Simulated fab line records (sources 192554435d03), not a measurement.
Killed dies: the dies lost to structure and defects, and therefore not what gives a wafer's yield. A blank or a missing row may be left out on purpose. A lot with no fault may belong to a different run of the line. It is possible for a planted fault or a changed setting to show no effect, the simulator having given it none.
Struck lot and sound lot, side by side    flow n5-finfet    19 steps out of a route of 1938
Sound: these wafers, L558.1, L558.4, L558.5. Struck: wafer L566.1 (left out: L566.2, a lot-mate that was not struck); the cause follows at the end.
Each step with rows lists, per side, the tool, then ch with its chambers, then its first start. Under that, the readings that differ: sound wafers    struck wafers    difference of the means    sigmas: that difference in standard deviations of wafers without a fault.
alike: readings whose means differ by less than 2 such deviations, and words and numbers that are the same on both sides. not compared: withheld readings, readings that some wafer has no value for, bounds like >300 that may hide the same value, and numbers for which the record gives no deviation and whose values overlap.
The two part at a step that has a row with sigmas, a row that says differs or no value, or rows on one side only. Numbers that don't overlap but have no deviation are shown without sigmas and don't part them. A reading that every wafer of one side lacks parts them only if that side has two wafers or more.

N5_BEOL_M12_ETCH_68: etches SOC in N2/H2, time 285 s.
  sound on rie-diel-03 ch 1,2,3, day 13 17:43; struck on rie-diel-03 ch 1, day 15 18:52
  alike: drypump-motor-current-A, oes-product-au, rf-vpp-V, showerhead-plenum-p-Torr, temp-c, throttle-valve-pct
  not compared: rf-hours-counter-h
then, 3 steps without rows for these wafers: N5_BEOL_M12_STRIP_69 (strips in N2/H2); N5_BEOL_M12_TRENCH_ETCH_34 (etches SiOC in C4F8/O2/Ar, target depth 318.95 nm, time 125.5 s); N5_BEOL_M12_STRIP_70 (strips in C4F8/O2/Ar).
N5_BEOL_M12_OCD_MEAS_35:
  sound on ocd-01, day 13 18:03; struck on ocd-01, day 15 19:13
  alike: trench-depth-nm
N5_BEOL_M12_STRIP_37: strips in N2/H2.
  sound on plasma-asher-02 ch 0,1, day 13 18:05; struck on plasma-asher-02 ch 0, day 15 19:15
reading     sound                 struck  difference  sigmas
temp-c (C)  250.05 249.94 250.48  249.69  -0.47       -2
  alike: drypump-motor-current-A, heater-power-w, oes-product-au
  not compared: rf-hours-counter-h
then, 3 steps without rows for these wafers: N5_BEOL_M12_ETCH_38 (etches SiCN in CF4/N2, target depth 68.7 nm, time 73.4 s); N5_BEOL_M12_PRECLEAN_39 (cleans in residue remover, time 60 s); N5_BEOL_M12_SRD_40 (time 30 s, dry time 30 s).
N5_BEOL_M12_DEGAS_41: time 60 s.
  sound on pvd-sputter-02, day 13 18:59; struck on pvd-sputter-02, day 15 20:32
  alike: heater-power-w
then, 1 step without rows for these wafers: N5_BEOL_M12_PRE_CLEAN_42 (time 30 s).
N5_BEOL_M12_SPUTTER_43: material TaN, target thk 15 nm, time 24.19 s.
  sound on pvd-sputter-02, day 13 19:04; struck on pvd-sputter-02, day 15 20:37
reading                 sound           struck  difference  sigmas
throttle-valve-pct (%)  31.1 31.4 31.1  27.6    -3.6        -3
N5_BEOL_M12_SPUTTER_44: material Ta, target thk 10 nm, time 16.13 s.
  sound on pvd-sputter-02, day 13 19:09; struck on pvd-sputter-02, day 15 20:42
reading                                      sound           struck  difference  sigmas
throttle-valve-pct (%)                       31.2 31.4 31.1  27.8    -3.4        -3
model.Ta_of_BEOL_M12_SPUTTER_44.thk-nm (nm)  10 10.2 10      4       -6          
N5_BEOL_M12_SPUTTER_45: material Cu, target thk 80 nm, time 13.33 s.
  sound on pvd-sputter-02, day 13 19:14; struck on pvd-sputter-02, day 15 20:47
reading                 sound           struck  difference  sigmas
throttle-valve-pct (%)  30.8 31.4 31.0  28.1    -3.0        -2
  alike: chuck-gas-flow-sccm
then, 2 steps without rows for these wafers: N5_BEOL_M12_ECD_47 (material Cu, target thk 720 nm); N5_BEOL_M12_ANNEAL_48 (time 90 s).
N5_BEOL_M12_CMP_49: polishes, stops on SiOC, t overpolish 20.6 s, target thk 320 nm.
  sound on cmp-02 ch 1,3, day 13 19:50; struck on cmp-04 ch 1, day 15 21:23
reading                       sound           struck  difference  sigmas
barrier-field-endpoint-s (s)  30.0 30.1 30.4  23.5    -6.7        -10
  alike: motor-current-A
  not compared: pad-life-wafers
N5_BEOL_M12_THK_MEAS_50: measures by xrf.
  sound on film-metro-02, day 13 20:05; struck on film-metro-01, day 15 21:38
  alike: M12_THK
following that, these wafers have no rows for 1 step: N5_PASSIVATION_PROBE_49.

WHERE THEY PART
At N5_BEOL_M12_STRIP_37 first; at N5_BEOL_M12_CMP_49 last (within this record only). Later steps at which nothing parts them and some readings are alike: N5_BEOL_M12_THK_MEAS_50.

WHY: the cause the simulator had injected
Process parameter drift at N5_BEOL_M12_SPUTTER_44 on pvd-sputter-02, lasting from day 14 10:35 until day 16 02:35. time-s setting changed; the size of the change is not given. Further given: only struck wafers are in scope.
